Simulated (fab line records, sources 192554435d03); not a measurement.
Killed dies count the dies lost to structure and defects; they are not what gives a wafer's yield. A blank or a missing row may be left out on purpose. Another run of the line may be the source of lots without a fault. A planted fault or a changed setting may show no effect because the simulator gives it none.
fab line records | flow n5_finfet
record: lots: 4 | wafers: 12 | last_day: 15
route steps=1938 shown BEOL_M4@1099 BEOL_M5@1112 BEOL_M8@1374 PASSIVATION@1936
lots untouched by any fault: they come from a run of this same line in which no faults occurred
start_h: hours from the record's first day to the start of the lot's first wafer shown | wait_h: how many hours have passed since the lot's step before this one | " repeats the value in the row above | L1.1+2: several wafers, shown together as one row | - no value present, or no start provided | * or withheld: withheld | < > ~ a bound
route shown NAME@n: NAME is a module with steps in the file, n the number in the route of the first one | usual: mean and standard deviation over wafers with no fault | same: alike in all rows | chamber/n: place in a boat | sites: per-site readings | _std_site: the values' standard deviation | _edge_site: inner sites' mean taken away from outer sites' mean | radius_mm: how far each site lies from the wafer's centre | mask NAME#n: copy n | behind: the most recent tool/chamber to have shaped the wafer | hold: why the lot was held/for how many hours/how that ended | device: the n, p or np transistor that did not switch | end of line: the route-end tests of the same wafers | where a step has no rows: the recipe by itself | killed: the dies lost at the first sort to structure and to defects; this is not the yield of the wafer | map: dies across one wafer; x = killed, . = not, _ = none there
set.NAME: setting as actually run; set.NAME@STEP: the setting as run at that earlier step | model.NAME: the simulator's own value behind a step, which no gauge read
lots at selected steps of the route; one table per step, one row per wafer
services: when a tool's chamber went out of use (start_h, in hours from the record's first day, below 0 if earlier), for how many hours, and the reason
== steps ==
step: N5_BEOL_M4_ANNEAL_95
recipe: temp_c: 400 | time_s: 240 | ambient: vacuum
step: N5_BEOL_M4_SPUTTER_96
recipe: material: Cu | target_thk_a: 45 | temp_c: -20 | chamber_pressure_pa: 0.07 | power_w: withheld | time_s: 8.29
step: N5_BEOL_M4_ECD_50
recipe: material: Cu | target_thk_a: 3000
step: N5_BEOL_M4_ANNEAL_51
recipe: temp_c: 225 | time_s: 90 | ambient: N2
step: N5_BEOL_M4_CMP_52
recipe: stop_on: SiOC | t_overpolish_s: 6.8 | down_force_psi: 1 | platen_rpm: 50 | clearing_platen_down_force_psi: 1.5 | clearing_platen_rpm: 50 | post_cmp_clean: cu_alkaline | target_thk_nm: 40 | clearing_platen_pad_velocity_m_s: 0.99484 | pad_velocity_m_s: 0.99484
step: N5_BEOL_M4_PRE_CLEAN_60
recipe: gas: NH3/H2 | time_s: 15 | temp_c: * | rf_power_w: 300
step: N5_BEOL_M4_CO_CAP_55
recipe: material: Co | target_thk_a: 20 | temp_c: 200 | precursor: CCTBA/H2 | pressure_torr: 30 | time_s: 102.1
step: N5_BEOL_M4_PRE_CLEAN_56
recipe: gas: NH3 | time_s: 15 | temp_c: withheld | rf_power_w: 300
step: N5_BEOL_M4_DEP_57
recipe: material: SiCN | target_thk_a: 80 | temp_c: withheld | precursor: 3MS/NH3 | pressure_torr: 3 | rf_w: 202 | time_s: 14
step: N5_BEOL_M4_RC_MEAS_101
usual: DIBL_N: 37.3/2.3 | DIBL_P: 37.4/2.9 | IOFF_N: 0.18/0.045 | IOFF_P: 0.25/0.054 | ION_N: 679/15 | ION_P: 468/9.7 | SS_N: 71.8/0.62 | SS_P: 73.6/0.76 | VT_N: 248/4.1 | VT_P: -248/3.6
lot.wafer | tool      | chamber | start_h | wait_h | DIBL_N[mV/V] | DIBL_P[mV/V] | IOFF_N[nA/um] | IOFF_P[nA/um] | ION_N[uA/um] | ION_P[uA/um] | SS_N[mV/dec] | SS_P[mV/dec] | VT_N[mV] | VT_P[mV]
L655.1    | prober-02 | 0       | 217.87  | 0.0    | 36.9         | 37.5         | 0.17          | 0.22          | 681          | 476          | 71.2         | 73.7         | 252      | -250
L655.4    | "         | 0       | "       | "      | 39.8         | 41.5         | 0.23          | 0.31          | 696          | 481          | 72.6         | 74.1         | 246      | -245
L655.6    | "         | 0       | "       | "      | 37.7         | 37.9         | 0.17          | 0.23          | 679          | 464          | 71.3         | 73.6         | 251      | -250
L656.1    | prober-01 | 0       | 235.73  | 0.0    | 39.3         | 40.3         | 0.24          | 0.27          | 697          | 474          | 73.0         | 74.3         | 243      | -249
L656.4    | "         | 0       | "       | "      | 34.9         | 36.9         | 0.16          | 0.22          | 676          | 472          | 71.4         | 73.0         | 247      | -251
L656.6    | "         | 0       | "       | "      | 38.3         | 40.4         | 0.24          | 0.29          | 685          | 468          | 72.8         | 74.1         | 245      | -245
L657.2    | prober-02 | 0       | 236.62  | 0.2    | 37.3         | 38.8         | 0.20          | 0.23          | 690          | 473          | 72.1         | 74.6         | 243      | -251
L657.3    | "         | 0       | "       | "      | 39.6         | 40.5         | 0.21          | 0.26          | 678          | 456          | 72.7         | 75.0         | 249      | -251
L657.6    | "         | 0       | "       | "      | 38.1         | 38.6         | 0.18          | 0.22          | 669          | 454          | 72.2         | 74.0         | 250      | -252
L660.1    | prober-01 | 0       | 241.89  | 0.0    | 39.3         | 41.0         | 0.21          | 0.29          | 693          | 479          | 72.9         | 74.2         | 247      | -246
L660.2    | "         | 0       | "       | "      | 39.4         | 41.4         | 0.20          | 0.29          | 695          | 476          | 72.3         | 74.6         | 247      | -247
L660.3    | "         | 0       | "       | "      | 36.3         | 36.9         | 0.14          | 0.21          | 662          | 460          | 72.1         | 73.8         | 253      | -251
step: N5_BEOL_M5_ILD_DEP_00
recipe: material: SiCOH_lowk | target_thk_a: 1406.4 | temp_c: 300 | precursor: DEMS/porogen | pressure_torr: 5 | rf_w: 500 | time_s: 25.9
step: N5_BEOL_M5_CURE_79
recipe: temp_c: 385 | time_s: 240 | ambient: He/Ar | material: SiCOH_lowk
step: N5_BEOL_M5_PECVD_70
recipe: material: SiO2 | target_thk_a: 160 | temp_c: 400 | precursor: TEOS/O2 | pressure_torr: 5.5 | rf_w: 450 | teos_flow_sccm: 53.8 | gas: O2 | flow_sccm: 3000 | time_s: 18
step: N5_BEOL_M5_HM_DEP_02
recipe: material: TiN | target_thk_a: 200 | temp_c: 25 | chamber_pressure_pa: 0.49996
step: N5_BEOL_M5_COAT_59
recipe: resist: SOC | temp_c: 250 | time_s: 60 | spin_rpm: 1500 | resist_thk_nm: 60
step: N5_BEOL_M5_COAT_60
recipe: resist: SiARC | temp_c: 220 | time_s: 60 | spin_rpm: 1500 | resist_thk_nm: 12
step: N5_BEOL_M5_COAT_71
recipe: resist: underlayer | temp_c: 205 | time_s: 60 | spin_rpm: 1500 | resist_thk_nm: 5
step: N5_BEOL_M5_COAT_05
recipe: resist: CAR-EUV | spin_rpm: 1500 | resist_thk_nm: 30
step: N5_BEOL_M5_EBR_07
recipe: solvent: PGMEA | ebr_width_mm: 1.5
step: N5_BEOL_M5_SOFTBAKE_06
recipe: temp_c: 110 | time_s: 60 | resist: CAR-EUV
step: N5_BEOL_M5_EXPOSE_08
recipe: mask_id: M5 | na: 0.33 | source_shape: annular | sigma_inner: 0.4 | sigma_outer: 0.8 | polarization: unpolarized | target_cd_nm: 28 | dose_mj: 35.75
step: N5_BEOL_M5_PEB_09
recipe: peb_temp_c: 100 | peb_time_s: 60 | resist: CAR-EUV
step: N5_BEOL_M5_DEVELOP_10
recipe: develop_time_s: 30 | developer: TMAH | resist: CAR-EUV | rinse_liquid: surfactant_rinse | dry: air_spin | dev_temp_c: 23
step: N5_BEOL_M5_DESCUM_16
recipe: chemistry: O2 | time_s: 7 | source_power_w: 50 | bias_power_w: 20 | pressure_mtorr: 20 | rf_frequency_hz: 2.712e+07 | temp_c: 40 | resist: CAR-EUV | o2_flow_sccm: 225
step: N5_BEOL_M5_ETCH_72
recipe: chemistry: N2/H2 | target: underlayer | target_depth_a: 65 | mask_material: CAR-EUV | time_s: 5.2 | ion_energy_ev: 200 | pressure_mtorr: 30 | source_w: 840 | bias_w: 150 | n2_flow_sccm: 200 | h2_flow_sccm: 200 | ends: cleared
step: N5_BEOL_M5_ETCH_61
recipe: chemistry: CF4 | target: SiARC | target_depth_a: 156 | mask_material: CAR-EUV | time_s: 26 | ion_energy_ev: 80 | pressure_mtorr: 40 | source_w: 545 | bias_w: 36 | Ar_flow_sccm: 100 | cf4_flow_sccm: 100 | ends: cleared
step: N5_BEOL_M5_ETCH_62
recipe: chemistry: N2/H2 | target: SOC | target_depth_a: 750 | overetch_a: 150 | mask_material: SiARC | temp_c: 40 | time_s: 112.5 | ion_energy_ev: 200 | pressure_mtorr: 30 | source_w: 840 | bias_w: 150 | n2_flow_sccm: 200 | h2_flow_sccm: 200
step: N5_BEOL_M5_STRIP_63
recipe: chemistry: N2/H2 | temp_c: 40 | n2_flow_sccm: 200 | h2_flow_sccm: 200 | rf_frequency_hz: 6e+07
step: N5_BEOL_M5_STRIP_73
recipe: chemistry: N2/H2 | temp_c: 40 | n2_flow_sccm: 200 | h2_flow_sccm: 200 | rf_frequency_hz: 6e+07
step: N5_BEOL_M5_STRIP_64
recipe: chemistry: CF4 | resist: SiARC | power_w: 300 | bias_power_w: 75 | pressure_mtorr: 50 | cf4_flow_sccm: 150 | rf_frequency_hz: 6e+07
step: N5_BEOL_M5_HM_OPEN_17
recipe: chemistry: Cl2/BCl3 | target_depth_a: 200 | overetch_a: 60 | target: TiN | mask_material: SOC | ion_energy_ev: 150 | pressure_mtorr: 10 | icp_w: 1000 | bias_w: 126 | Cl2_flow_sccm: 53.25 | bcl3_flow_sccm: 21.75 | Ar_flow_sccm: 25
step: N5_BEOL_M5_STRIP_19
recipe: chemistry: O2 | power_w: 400 | temp_c: 40 | pressure_mtorr: 30 | rf_frequency_hz: 6e+07 | bias_power_w: 0 | overash_fraction: 0.2 | o2_flow_sccm: 225
step: N5_BEOL_M5_COAT_65
recipe: resist: SOC | temp_c: 250 | time_s: 60 | spin_rpm: 1500 | resist_thk_nm: 60
step: N5_BEOL_M5_COAT_66
recipe: resist: SiARC | temp_c: 220 | time_s: 60 | spin_rpm: 1500 | resist_thk_nm: 12
step: N5_BEOL_M8_VIA_ETCH_34
recipe: chemistry: C4F6/O2 | target: SiCOH_lowk | target_depth_a: 1255 | mask_material: SOC | taper_deg: 4 | time_s: 50.5 | ion_energy_ev: 250 | pressure_mtorr: 30 | source_w: 345 | bias_w: 185 | Ar_flow_sccm: 300 | C4F6_flow_sccm: 10 | O2_flow_sccm: 10
usual: C4F6_flow_sccm: 10.000/0.029 | O2_flow_sccm: 10.00/0.031 | bias_w: 184.9/0.57 | drypump_motor_current_A: 5.6/0.41 | oes_product_au: 0.76/0.083 | rf_vpp_V: 654/18 | showerhead_plenum_p_Torr: 2.80/0.071 | throttle_valve_pct: 20.97/0.25
lot.wafer | tool        | chamber | start_h | wait_h | C4F6_flow_sccm | O2_flow_sccm | bias_w | drypump_motor_current_A | oes_product_au | rf_hours_counter_h | rf_vpp_V | showerhead_plenum_p_Torr | throttle_valve_pct | model.SiARC_of_BEOL_M8_COAT_64.thk_nm | model.SOC_of_BEOL_M8_COAT_63.thk_nm
L655.1    | rie_diel-04 | 1       | 256.58  | 0.0    | 10.006         | 9.94         | 184.5  | 5.1                     | 0.74           | 180                | 651      | 2.74                     | 21.40              | 0                                     | 53.8
L655.4    | "           | 3       | "       | "      | 9.987          | 9.96         | 185.5  | 5.5                     | 0.77           | 149                | 655      | 2.78                     | 21.15              | 0                                     | 53.6
L655.6    | "           | 2       | "       | "      | 10.037         | 10.03        | 183.5  | 6.0                     | 0.68           | -                  | 636      | 2.80                     | 20.92              | 0                                     | 54.2
L656.1    | rie_diel-04 | 2       | 280.17  | 0.0    | -              | -            | -      | -                       | -              | -                  | -        | -                        | -                  | 6.8                                   | 60
L656.4    | "           | 1       | "       | "      | -              | -            | -      | -                       | -              | -                  | -        | -                        | -                  | 6.4                                   | 60
L656.6    | "           | 0       | "       | "      | -              | -            | -      | -                       | -              | -                  | -        | -                        | -                  | 6.6                                   | 60
L660.1    | rie_diel-02 | 3       | 280.21  | 0.0    | 10.028         | 9.95         | 185.0  | 5.2                     | 0.82           | 87                 | 664      | 2.77                     | 21.08              | 0                                     | 53.8
L660.2    | "           | 2       | "       | "      | 9.941          | 10.01        | 185.9  | 4.8                     | 0.71           | 219                | 654      | 2.88                     | 20.62              | 0                                     | 54
L660.3    | "           | 1       | "       | "      | 10.002         | 10.01        | 184.0  | 5.7                     | 0.68           | 239                | 644      | 2.67                     | 20.63              | 0                                     | 54.2
L657.2    | rie_diel-04 | 1       | 280.70  | 0.0    | -              | -            | -      | -                       | -              | -                  | -        | -                        | -                  | 6.6                                   | 60
L657.3    | "           | 0       | "       | "      | -              | -            | -      | -                       | -              | -                  | -        | -                        | -                  | 6.8                                   | 60
L657.6    | "           | 2       | "       | "      | -              | -            | -      | -                       | -              | -                  | -        | -                        | -                  | 6.8                                   | 59.8
step: N5_PASSIVATION_PROBE_49
usual: defect_limited_yield: 91.3/1.5 | killed_at_M0_to_M3: 35/8.7 | killed_at_M4_up: 14/5.5 | killed_at_contacts: 11/5.6 | killed_at_front_end: 39/13 | killed_at_other: 3.7/2.2 | killed_dies: 103/18 | killed_on_rim: 14/4.4 | killed_open: 69/14 | killed_short: 33/7.8 | sort_bin_5_function: 5.1/0.99 | sort_bin_6_memory: 3.3/0.67 | sort_n_pass: 1077/18 | sort_yield_pct: 91.2/1.5
same: gross_dies: 1180 | killed_at_back_side: 0 | sort_bin_4_leakage[%]: 0 | sort_bin_8_speed[%]: 0
lot.wafer | tool      | chamber | start_h | wait_h | defect_limited_yield[%] | killed_at_M0_to_M3 | killed_at_M4_up | killed_at_contacts | killed_at_front_end | killed_at_other | killed_dies | killed_on_rim | killed_open | killed_short | sort_bin_5_function[%] | sort_bin_6_memory[%] | sort_n_pass | sort_yield_pct[%]
L655.1    | prober-01 | -       | 325.63  | 0.0    | 93.6                    | 20                 | 7               | 3                  | 41                  | 5               | 76          | 8             | 44          | 32           | 4.0                    | 2.3                  | 1104        | 93.6
L655.4    | prober-01 | -       | 325.78  | 0.2    | 91.9                    | 27                 | 16              | 6                  | 45                  | 2               | 96          | 12            | 55          | 41           | 4.9                    | 3.1                  | 1084        | 91.9
L655.6    | prober-01 | -       | 325.88  | 0.3    | 93.3                    | 15                 | 9               | 6                  | 45                  | 4               | 79          | 10            | 47          | 30           | 4.1                    | 2.5                  | 1101        | 93.3
L657.2    | prober-02 | -       | 350.47  | 0.1    | 0                       | 54                 | 1088            | 13                 | 23                  | 2               | 1180        | 152           | 73          | 28           | 96.5                   | 3.0                  | 0           | 0
L657.3    | prober-02 | -       | 350.52  | 0.1    | 0                       | 49                 | 1089            | 14                 | 26                  | 2               | 1180        | 152           | 80          | 32           | 96.2                   | 3.6                  | 0           | 0
L657.6    | prober-02 | -       | 350.67  | 0.3    | 0                       | 37                 | 1099            | 26                 | 14                  | 4               | 1180        | 152           | 67          | 21           | 97.0                   | 2.6                  | 0           | 0
L656.1    | prober-01 | -       | 352.38  | 0.0    | 0                       | 44                 | 1074            | 4                  | 56                  | 2               | 1180        | 152           | 80          | 39           | 95.2                   | 4.6                  | 0           | 0
L656.4    | prober-01 | -       | 352.53  | 0.2    | 0                       | 33                 | 1087            | 8                  | 51                  | 1               | 1180        | 152           | 74          | 30           | 96.3                   | 3.4                  | 0           | 0
L656.6    | prober-01 | -       | 352.63  | 0.3    | 0                       | 39                 | 1105            | 6                  | 29                  | 1               | 1180        | 152           | 60          | 29           | 97.4                   | 2.4                  | 0           | 0
killed by level:class
L655.1 STI_FIN_REVEAL:geometric_particle:open=10 FIN_SAQP:geometric_particle:short=8 GATE_CUT:geometric_particle:short=5 BEOL_M0_SAQP:geometric_particle:short=5 BEOL_M1:geometric_particle:open=5 BEOL_M4:geometric_particle:open=5 DUMMY_GATE:geometric_particle:open=4 FIN_SAQP:geometric_particle:open=3
L655.4 BEOL_M4:geometric_particle:open=9 STARTING-WAFER:geometric_particle:short=8 FIN_SAQP:geometric_particle:short=7 STI_FIN_REVEAL:geometric_particle:open=7 BEOL_M3:geometric_particle:open=6 FIN_SAQP:geometric_particle:open=5 MOL_CONTACT_COAG:geometric_particle:open=5 BEOL_M1:geometric_particle:open=5
L655.6 FIN_SAQP:geometric_particle:open=13 STI_FIN_REVEAL:geometric_particle:open=7 GATE_CUT:geometric_particle:short=7 MOL_CONTACT_COAG:geometric_particle:open=6 BEOL_M0_SAQP:geometric_particle:short=6 FIN_SAQP:geometric_particle:short=5 GATE_CUT:geometric_particle:open=4 BEOL_M3:geometric_particle:open=3
L657.2 BEOL_M8:area_etch=1079 BEOL_M2:geometric_particle:open=15 MOL_CONTACT_COAG:geometric_particle:open=9 BEOL_M0_SAQP:geometric_particle:short=8 BEOL_M1:geometric_particle:open=8 BEOL_M0_SAQP:geometric_particle:open=7 BEOL_M3:geometric_particle:open=7 FIN_SAQP:geometric_particle:open=5
L657.3 BEOL_M8:area_etch=1067 BEOL_M4:geometric_particle:open=11 MOL_CONTACT_COAG:geometric_particle:open=10 FIN_SAQP:geometric_particle:open=9 BEOL_M0:geometric_particle:open=9 BEOL_M0_SAQP:geometric_particle:open=8 BEOL_M0_SAQP:geometric_particle:short=6 BEOL_M2:geometric_particle:open=6
L657.6 BEOL_M8:area_etch=1092 MOL_CONTACT_COAG:geometric_particle:open=24 BEOL_M0_SAQP:geometric_particle:open=8 BEOL_M0:geometric_particle:open=8 BEOL_M2:geometric_particle:open=7 FIN_SAQP:geometric_particle:open=5 BEOL_M0_SAQP:geometric_particle:short=4 BEOL_M4:geometric_particle:open=4
L656.1 BEOL_M8:area_etch=1061 STI_FIN_REVEAL:geometric_particle:open=16 GATE_CUT:geometric_particle:short=12 BEOL_M2:geometric_particle:open=12 BEOL_M4:geometric_particle:open=10 BEOL_M3:geometric_particle:open=6 FIN_SAQP:geometric_particle:open=5 GATE_CUT:geometric_particle:open=5
L656.4 BEOL_M8:area_etch=1076 FIN_SAQP:geometric_particle:open=16 STI_FIN_REVEAL:geometric_particle:open=12 BEOL_M0_SAQP:geometric_particle:open=12 BEOL_M0_SAQP:geometric_particle:short=9 MOL_CONTACT_COAG:geometric_particle:open=8 BEOL_M4:geometric_particle:open=7 SPACER0:geometric_particle:open=5
L656.6 BEOL_M8:area_etch=1089 BEOL_M0_SAQP:geometric_particle:short=11 BEOL_M0_SAQP:geometric_particle:open=10 FIN_SAQP:geometric_particle:open=7 STI_FIN_REVEAL:geometric_particle:open=7 MOL_CONTACT_COAG:geometric_particle:open=6 BEOL_M3:geometric_particle:open=6 BEOL_M4:geometric_particle:short=6
map L656.1 (x killed, . not)
_________________xxxxxxxxxxxx________________
______________xxxxxxxxxxxxxxxxxx_____________
___________xxxxxxxxxxxxxxxxxxxxxxxx__________
__________xxxxxxxxxxxxxxxxxxxxxxxxxx_________
________xxxxxxxxxxxxxxxxxxxxxxxxxxxxxx_______
_______xxxxxxxxxxxxxxxxxxxxxxxxxxxxxxxx______
______xxxxxxxxxxxxxxxxxxxxxxxxxxxxxxxxxx_____
_____xxxxxxxxxxxxxxxxxxxxxxxxxxxxxxxxxxxx____
____xxxxxxxxxxxxxxxxxxxxxxxxxxxxxxxxxxxxxx___
___xxxxxxxxxxxxxxxxxxxxxxxxxxxxxxxxxxxxxxxx__
___xxxxxxxxxxxxxxxxxxxxxxxxxxxxxxxxxxxxxxxx__
__xxxxxxxxxxxxxxxxxxxxxxxxxxxxxxxxxxxxxxxxxx_
__xxxxxxxxxxxxxxxxxxxxxxxxxxxxxxxxxxxxxxxxxx_
_xxxxxxxxxxxxxxxxxxxxxxxxxxxxxxxxxxxxxxxxxxxx
_xxxxxxxxxxxxxxxxxxxxxxxxxxxxxxxxxxxxxxxxxxxx
_xxxxxxxxxxxxxxxxxxxxxxxxxxxxxxxxxxxxxxxxxxxx
_xxxxxxxxxxxxxxxxxxxxxxxxxxxxxxxxxxxxxxxxxxxx
_xxxxxxxxxxxxxxxxxxxxxxxxxxxxxxxxxxxxxxxxxxxx
_xxxxxxxxxxxxxxxxxxxxxxxxxxxxxxxxxxxxxxxxxxxx
_xxxxxxxxxxxxxxxxxxxxxxxxxxxxxxxxxxxxxxxxxxxx
_xxxxxxxxxxxxxxxxxxxxxxxxxxxxxxxxxxxxxxxxxxxx
__xxxxxxxxxxxxxxxxxxxxxxxxxxxxxxxxxxxxxxxxxx_
__xxxxxxxxxxxxxxxxxxxxxxxxxxxxxxxxxxxxxxxxxx_
___xxxxxxxxxxxxxxxxxxxxxxxxxxxxxxxxxxxxxxxx__
___xxxxxxxxxxxxxxxxxxxxxxxxxxxxxxxxxxxxxxxx__
____xxxxxxxxxxxxxxxxxxxxxxxxxxxxxxxxxxxxxx___
_____xxxxxxxxxxxxxxxxxxxxxxxxxxxxxxxxxxxx____
______xxxxxxxxxxxxxxxxxxxxxxxxxxxxxxxxxx_____
_______xxxxxxxxxxxxxxxxxxxxxxxxxxxxxxxx______
________xxxxxxxxxxxxxxxxxxxxxxxxxxxxxx_______
__________xxxxxxxxxxxxxxxxxxxxxxxxxx_________
___________xxxxxxxxxxxxxxxxxxxxxxxx__________
______________xxxxxxxxxxxxxxxxxx_____________
_________________xxxxxxxxxxxx________________
map L657.2 (x killed, . not)
_________________xxxxxxxxxxxx________________
______________xxxxxxxxxxxxxxxxxx_____________
___________xxxxxxxxxxxxxxxxxxxxxxxx__________
__________xxxxxxxxxxxxxxxxxxxxxxxxxx_________
________xxxxxxxxxxxxxxxxxxxxxxxxxxxxxx_______
_______xxxxxxxxxxxxxxxxxxxxxxxxxxxxxxxx______
______xxxxxxxxxxxxxxxxxxxxxxxxxxxxxxxxxx_____
_____xxxxxxxxxxxxxxxxxxxxxxxxxxxxxxxxxxxx____
____xxxxxxxxxxxxxxxxxxxxxxxxxxxxxxxxxxxxxx___
___xxxxxxxxxxxxxxxxxxxxxxxxxxxxxxxxxxxxxxxx__
___xxxxxxxxxxxxxxxxxxxxxxxxxxxxxxxxxxxxxxxx__
__xxxxxxxxxxxxxxxxxxxxxxxxxxxxxxxxxxxxxxxxxx_
__xxxxxxxxxxxxxxxxxxxxxxxxxxxxxxxxxxxxxxxxxx_
_xxxxxxxxxxxxxxxxxxxxxxxxxxxxxxxxxxxxxxxxxxxx
_xxxxxxxxxxxxxxxxxxxxxxxxxxxxxxxxxxxxxxxxxxxx
_xxxxxxxxxxxxxxxxxxxxxxxxxxxxxxxxxxxxxxxxxxxx
_xxxxxxxxxxxxxxxxxxxxxxxxxxxxxxxxxxxxxxxxxxxx
_xxxxxxxxxxxxxxxxxxxxxxxxxxxxxxxxxxxxxxxxxxxx
_xxxxxxxxxxxxxxxxxxxxxxxxxxxxxxxxxxxxxxxxxxxx
_xxxxxxxxxxxxxxxxxxxxxxxxxxxxxxxxxxxxxxxxxxxx
_xxxxxxxxxxxxxxxxxxxxxxxxxxxxxxxxxxxxxxxxxxxx
__xxxxxxxxxxxxxxxxxxxxxxxxxxxxxxxxxxxxxxxxxx_
__xxxxxxxxxxxxxxxxxxxxxxxxxxxxxxxxxxxxxxxxxx_
___xxxxxxxxxxxxxxxxxxxxxxxxxxxxxxxxxxxxxxxx__
___xxxxxxxxxxxxxxxxxxxxxxxxxxxxxxxxxxxxxxxx__
____xxxxxxxxxxxxxxxxxxxxxxxxxxxxxxxxxxxxxx___
_____xxxxxxxxxxxxxxxxxxxxxxxxxxxxxxxxxxxx____
______xxxxxxxxxxxxxxxxxxxxxxxxxxxxxxxxxx_____
_______xxxxxxxxxxxxxxxxxxxxxxxxxxxxxxxx______
________xxxxxxxxxxxxxxxxxxxxxxxxxxxxxx_______
__________xxxxxxxxxxxxxxxxxxxxxxxxxx_________
___________xxxxxxxxxxxxxxxxxxxxxxxx__________
______________xxxxxxxxxxxxxxxxxx_____________
_________________xxxxxxxxxxxx________________
== services ==
tool        | chamber | start_h | hours | kind
rie_diel-02 | 0       | 240.73  | -     | clean
rie_diel-02 | 0       | 240.73  | -     | consumable_replace:focus_ring
rie_diel-02 | 0       | 240.73  | 20.3  | scheduled_down
rie_diel-02 | 0       | 240.73  | 20.3  | vent_cycle
rie_diel-04 | 3       | 275.02  | 10.0  | repair
== key ==
first_sign: step: N5_BEOL_M8_VIA_ETCH_34 | reading: tool_record | direction: missing
effect: step: N5_PASSIVATION_PROBE_49 | reading: killed_at_M4_up | direction: up | sigmas: 99+ | usual: 14 | struck: 1090
model_effect: step: N5_BEOL_M8_VIA_ETCH_34 | value: SiARC_of_BEOL_M8_COAT_64.thk_nm | without: 0 | struck: 6.667
more_kills_born_at: N5_BEOL_M8_VIA_ETCH_34@rie_diel-04: 6464
met_at N5_BEOL_M8_VIA_ETCH_34
struck_wafers L656.1,L656.4,L656.6,L657.2,L657.3,L657.6
later_rows_left_out L656.1,L656.4,L656.6,L657.2,L657.3,L657.6
onset_between 256.58 280.17
fault: kind: skipped_step_whole | tool: rie_diel-04 | chamber: - | onset_h: 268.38 | steps: N5_BEOL_M8_VIA_ETCH_34 | scope: struck_lots_only
later_rows_left_out: the simulator's readings of these wafers behind a module that went badly wrong aren't trusted and aren't shown, but for the sort
